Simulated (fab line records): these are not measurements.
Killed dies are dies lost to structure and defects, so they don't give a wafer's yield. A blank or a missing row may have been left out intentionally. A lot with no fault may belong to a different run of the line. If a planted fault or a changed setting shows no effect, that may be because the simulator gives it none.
The tool behind it: which one? :: flow n5_finfet :: 12 lots with 35 wafers sampled at 3 steps, on a route of 1938 steps

WHAT THE GAUGES SHOWED, per wafer
Not one reading of a measure or inspect step in the record can be checked against a usual standard deviation.

EACH LOT AND THE TOOL THAT RAN IT (in order: tool; ch and the chambers of the sampled wafers; start)
lot: L748
N5_SD_EPI_N_VAPOR_ETCH_50: epi_rpcvd-01 ch 0, day 3 04:40
N5_ILD0_CMP_03: cmp-01 ch 0,1,2, day 3 14:25
N5_ILD0_CMP_12: cmp-01 ch 0,1,2, day 3 18:06

lot: L749
N5_SD_EPI_N_VAPOR_ETCH_50: epi_rpcvd-01 ch 0, day 3 09:49
N5_ILD0_CMP_03: cmp-01 ch 1,3, day 3 19:33
N5_ILD0_CMP_12: cmp-04 ch 0,2,3, day 3 23:19

lot: L750
N5_SD_EPI_N_VAPOR_ETCH_50: epi_rpcvd-01 ch 0, day 3 16:22
N5_ILD0_CMP_03: cmp-01 ch 0,3, day 4 02:57
N5_ILD0_CMP_12: cmp-04 ch 0,1,2, day 4 06:45

lot: L751
N5_SD_EPI_N_VAPOR_ETCH_50: epi_rpcvd-01 ch 0, day 3 22:14
N5_ILD0_CMP_03: cmp-02 ch 0,1,3, day 4 07:57
N5_ILD0_CMP_12: cmp-02 ch 0,3, day 4 11:29

lot: L758
N5_SD_EPI_N_VAPOR_ETCH_50: epi_rpcvd-04 ch 0, day 5 18:23
N5_ILD0_CMP_03: cmp-02 ch 0,1,3, day 6 06:28
N5_ILD0_CMP_12: cmp-04 ch 0,1, day 6 09:58

lot: L759
N5_SD_EPI_N_VAPOR_ETCH_50: epi_rpcvd-03 ch 0, day 5 21:05
N5_ILD0_CMP_03: cmp-02 ch 0,1,2, day 6 06:47
N5_ILD0_CMP_12: cmp-01 ch 1,3, day 6 10:31

lot: L761
N5_SD_EPI_N_VAPOR_ETCH_50: epi_rpcvd-03 ch 0, day 6 09:34
N5_ILD0_CMP_03: cmp-02 ch 1,2, day 6 20:44
N5_ILD0_CMP_12: cmp-02 ch 1,2, day 7 00:15

lot: L765
N5_SD_EPI_N_VAPOR_ETCH_50: epi_rpcvd-01 ch 0, day 7 07:10
N5_ILD0_CMP_03: cmp-04 ch 0,1,2, day 7 18:01
N5_ILD0_CMP_12: cmp-01 ch 1,2,3, day 7 22:01

lot: L766
N5_SD_EPI_N_VAPOR_ETCH_50: epi_rpcvd-03 ch 0, day 7 13:08
N5_ILD0_CMP_03: cmp-04 ch 0,1,2, day 8 00:34
N5_ILD0_CMP_12: cmp-04 ch 0,1,3, day 8 04:10

lot: L769
N5_SD_EPI_N_VAPOR_ETCH_50: epi_rpcvd-04 ch 0, day 8 11:18
N5_ILD0_CMP_03: cmp-04 ch 0,1, day 9 00:09
N5_ILD0_CMP_12: cmp-01 ch 1,2, day 9 03:41

lot: L770
N5_SD_EPI_N_VAPOR_ETCH_50: epi_rpcvd-03 ch 0, day 8 13:21
N5_ILD0_CMP_03: cmp-04 ch 1,2,3, day 9 00:47
N5_ILD0_CMP_12: cmp-02 ch 1,2, day 9 04:23

lot: L771
N5_SD_EPI_N_VAPOR_ETCH_50: epi_rpcvd-03 ch 0, day 8 23:11
N5_ILD0_CMP_03: cmp-01 ch 1,3, day 9 10:45
N5_ILD0_CMP_12: cmp-02 ch 0,2, day 9 15:31
- N5_SD_EPI_N_VAPOR_ETCH_50: etches Si in HCl, time 54 s.
- N5_ILD0_CMP_03: polishes, stops on SiNx, t overpolish 1.9 s, target thk 197.38 nm.
- N5_ILD0_CMP_12: polishes SiNx, stops on poly-Si, t overpolish 6 s, target thk 17.67 nm.

WHAT THE TOOLS THEMSELVES READ (means of the sampled wafers that have a number; where no wafer has one, the mark that the record gives instead)
N5_SD_EPI_N_VAPOR_ETCH_50. Usual: throttle_valve_pct at 11.9 %, with a standard deviation of 0.32.
lot: L748
tool: epi_rpcvd-01
throttle_valve_pct (%): 11.5
flag: 

lot: L749
tool: epi_rpcvd-01
throttle_valve_pct (%): 11.6
flag: 

lot: L750
tool: epi_rpcvd-01
throttle_valve_pct (%): 11.6
flag: 

lot: L751
tool: epi_rpcvd-01
throttle_valve_pct (%): 11.7
flag: 

lot: L758
tool: epi_rpcvd-04
throttle_valve_pct (%): 12.2
flag: 

lot: L759
tool: epi_rpcvd-03
throttle_valve_pct (%): 12.0
flag: 

lot: L761
tool: epi_rpcvd-03
throttle_valve_pct (%): 12.1
flag: 

lot: L765
tool: epi_rpcvd-01
throttle_valve_pct (%): 11.5
flag: 

lot: L766
tool: epi_rpcvd-03
throttle_valve_pct (%): 12.2
flag: 

lot: L769
tool: epi_rpcvd-04
throttle_valve_pct (%): 12.1
flag: 

lot: L770
tool: epi_rpcvd-03
throttle_valve_pct (%): 12.3
flag: 

lot: L771
tool: epi_rpcvd-03
throttle_valve_pct (%): 12.2
flag: 

N5_ILD0_CMP_03. Usual: edge_zone_pressure_frac 1.000, standard deviation 0.005; motor_current_A 13.2 A, standard deviation 1.1; overpolish_run_s 1.900 s, standard deviation 0.0084; time_to_endpoint_s 72 s, standard deviation 4.9.
lot: L748
tool: cmp-01
edge_zone_pressure_frac: 0.997
motor_current_A (A): 13.6
overpolish_run_s (s): 1.900
time_to_endpoint_s (s): 73
flag: 

lot: L749
tool: cmp-01
edge_zone_pressure_frac: 0.998
motor_current_A (A): 12.1
overpolish_run_s (s): 1.895
time_to_endpoint_s (s): 66
flag: 

lot: L750
tool: cmp-01
edge_zone_pressure_frac: 1.001
motor_current_A (A): 12.2
overpolish_run_s (s): 1.897
time_to_endpoint_s (s): 72
flag: 

lot: L751
tool: cmp-02
edge_zone_pressure_frac: 0.996
motor_current_A (A): 13.0
overpolish_run_s (s): 1.901
time_to_endpoint_s (s): 69
flag: 

lot: L758
tool: cmp-02
edge_zone_pressure_frac: 0.996
motor_current_A (A): 12.4
overpolish_run_s (s): 1.904
time_to_endpoint_s (s): 98
flag: OFF

lot: L759
tool: cmp-02
edge_zone_pressure_frac: 1.000
motor_current_A (A): 12.6
overpolish_run_s (s): 1.895
time_to_endpoint_s (s): 100
flag: OFF

lot: L761
tool: cmp-02
edge_zone_pressure_frac: 1.000
motor_current_A (A): 12.2
overpolish_run_s (s): 1.897
time_to_endpoint_s (s): 112
flag: OFF

lot: L765
tool: cmp-04
edge_zone_pressure_frac: 1.002
motor_current_A (A): 14.8
overpolish_run_s (s): 1.902
time_to_endpoint_s (s): 67
flag: 

lot: L766
tool: cmp-04
edge_zone_pressure_frac: 1.002
motor_current_A (A): 14.3
overpolish_run_s (s): 1.897
time_to_endpoint_s (s): 67
flag: 

lot: L769
tool: cmp-04
edge_zone_pressure_frac: 1.003
motor_current_A (A): 13.9
overpolish_run_s (s): 1.899
time_to_endpoint_s (s): 67
flag: 

lot: L770
tool: cmp-04
edge_zone_pressure_frac: 0.996
motor_current_A (A): 13.6
overpolish_run_s (s): 1.908
time_to_endpoint_s (s): 65
flag: 

lot: L771
tool: cmp-01
edge_zone_pressure_frac: 1.003
motor_current_A (A): 12.4
overpolish_run_s (s): 1.898
time_to_endpoint_s (s): 61
flag: 

N5_ILD0_CMP_12. Usual: edge_zone_pressure_frac 1.000, standard deviation 0.005; motor_current_A 9.6 A, standard deviation 0.96; overpolish_run_s 6.000 s, standard deviation 0.0087; time_to_endpoint_s 30 s, standard deviation 3.7.
lot: L748
tool: cmp-01
edge_zone_pressure_frac: 0.996
motor_current_A (A): 9.8
overpolish_run_s (s): 6.002
time_to_endpoint_s (s): 34
flag: 

lot: L749
tool: cmp-04
edge_zone_pressure_frac: 1.001
motor_current_A (A): 9.7
overpolish_run_s (s): 6.009
time_to_endpoint_s (s): 29
flag: 

lot: L750
tool: cmp-04
edge_zone_pressure_frac: 0.995
motor_current_A (A): 10.4
overpolish_run_s (s): 6.004
time_to_endpoint_s (s): 28
flag: 

lot: L751
tool: cmp-02
edge_zone_pressure_frac: 1.007
motor_current_A (A): 9.3
overpolish_run_s (s): 5.994
time_to_endpoint_s (s): 30
flag: 

lot: L758
tool: cmp-04
edge_zone_pressure_frac: 0.998
motor_current_A (A): 10.9
overpolish_run_s (s): 6.003
time_to_endpoint_s (s): 29
flag: 

lot: L759
tool: cmp-01
edge_zone_pressure_frac: 1.003
motor_current_A (A): 9.2
overpolish_run_s (s): 6.007
time_to_endpoint_s (s): 30
flag: 

lot: L761
tool: cmp-02
edge_zone_pressure_frac: 0.999
motor_current_A (A): 9.3
overpolish_run_s (s): 6.003
time_to_endpoint_s (s): 30
flag: 

lot: L765
tool: cmp-01
edge_zone_pressure_frac: 1.006
motor_current_A (A): 9.4
overpolish_run_s (s): 6.000
time_to_endpoint_s (s): 26
flag: 

lot: L766
tool: cmp-04
edge_zone_pressure_frac: 1.001
motor_current_A (A): 10.3
overpolish_run_s (s): 6.007
time_to_endpoint_s (s): 28
flag: 

lot: L769
tool: cmp-01
edge_zone_pressure_frac: 0.998
motor_current_A (A): 10.2
overpolish_run_s (s): 5.996
time_to_endpoint_s (s): 30
flag: 

lot: L770
tool: cmp-02
edge_zone_pressure_frac: 1.008
motor_current_A (A): 9.3
overpolish_run_s (s): 6.009
time_to_endpoint_s (s): 31
flag: 

lot: L771
tool: cmp-02
edge_zone_pressure_frac: 0.997
motor_current_A (A): 9.7
overpolish_run_s (s): 6.000
time_to_endpoint_s (s): 32
flag: 

THE ANSWER, worked out from the rows above alone
Rule: take the mean of a lot's wafers that have a number; if it is more than 3 standard deviations from the usual mean, the lot is off. A lot without any number at a reading at which 4 lots or more have one is off too. Where the step has rows for the other lots, those lots are counted as sound. Order of review: gauges by route order, followed by the tools' own readings, for which a lot's mean as printed above is used. The first step at which some lot is off is used, and at that step the reading that is off furthest; a lot without a number counts as furthest.
Off at N5_ILD0_CMP_03 (time_to_endpoint_s): L758, L759, L761.
A tool fits if, at that step or a process step before it, it ran every lot that is off, and no sound lot after the first of them. One fits: cmp-02 at N5_ILD0_CMP_03. A fault onset in the window from L751 (day 4 07:57, its last sound lot) to L758 (day 6 06:28, its first lot off) fits.
On the lots that are off, the tool's own readings at N5_ILD0_CMP_03 differ by more than 5 times the standard deviation of the sound lots' means, which bears it out; time_to_endpoint_s reads 103 s there versus 67 s on the sound lots.

WHAT THE SIMULATOR PUT IN
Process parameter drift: cmp-02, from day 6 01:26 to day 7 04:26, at N5_ILD0_CMP_03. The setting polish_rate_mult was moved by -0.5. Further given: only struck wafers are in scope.
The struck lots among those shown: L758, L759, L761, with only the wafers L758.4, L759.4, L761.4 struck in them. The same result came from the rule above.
